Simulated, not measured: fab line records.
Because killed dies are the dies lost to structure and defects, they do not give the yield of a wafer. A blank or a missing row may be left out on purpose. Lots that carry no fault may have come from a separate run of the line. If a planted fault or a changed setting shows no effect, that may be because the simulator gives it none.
Matching of chambers || flow n5_finfet || N5_ILD0_LINER_00 on ald_sin-03 has 4 sister chambers
The step material SiNx, target thk 4 nm, pulse time 1 s, purge time 2 s. 4 wafers are shown with their chamber, then 8 later ones without.

EACH WAFER AND ITS CHAMBER
{"wafer": "L084.6", "chamber": 2, "heater_power_w (W)": 827}
{"wafer": "L086.5", "chamber": 0, "heater_power_w (W)": 1008}
{"wafer": "L086.6", "chamber": 3, "heater_power_w (W)": 887}
{"wafer": "L087.1", "chamber": 1, "heater_power_w (W)": 846}

WAFERS WHOSE CHAMBER IS MISSING
{"wafer": "L087.2", "heater_power_w (W)": 966}
{"wafer": "L087.5", "heater_power_w (W)": 897}
{"wafer": "L088.1", "heater_power_w (W)": 977}
{"wafer": "L088.3", "heater_power_w (W)": 852}
{"wafer": "L088.6", "heater_power_w (W)": 841}
{"wafer": "L089.2", "heater_power_w (W)": 900}
{"wafer": "L089.3", "heater_power_w (W)": 850}
{"wafer": "L089.6", "heater_power_w (W)": 853}

WHICH CHAMBER EACH ONE RAN IN
{"wafer": "L087.2", "from the rows above": "can't be placed: 0 or 3", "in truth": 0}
{"wafer": "L087.5", "from the rows above": 3, "in truth": 3}
{"wafer": "L088.1", "from the rows above": 0, "in truth": 0}
{"wafer": "L088.3", "from the rows above": "can't be placed: 1 or 2 or 3", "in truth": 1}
{"wafer": "L088.6", "from the rows above": "can't be placed: 1 or 2", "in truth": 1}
{"wafer": "L089.2", "from the rows above": 3, "in truth": 3}
{"wafer": "L089.3", "from the rows above": "can't be placed: 1 or 2 or 3", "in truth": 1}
{"wafer": "L089.6", "from the rows above": "can't be placed: 1 or 2 or 3", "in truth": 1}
Correctly placed: 3 of 8. These rows do not allow placing 5 (true chamber among the candidates in 5). Wrongly placed: 0.
How it was worked out, from the rows above alone: a wafer's distance from a chamber is the root of the sum, over the readings, of the square of ((its reading less the chamber's mean) divided by the reading's scatter). The wafer belongs to the nearest chamber; if the next one is less than 2 further off, it can't be placed. The mean given for a chamber averages the wafers shown for that chamber. The scatter: root of mean squared gap, hidden wafer to nearest shown wafer, with one shown wafer a chamber.
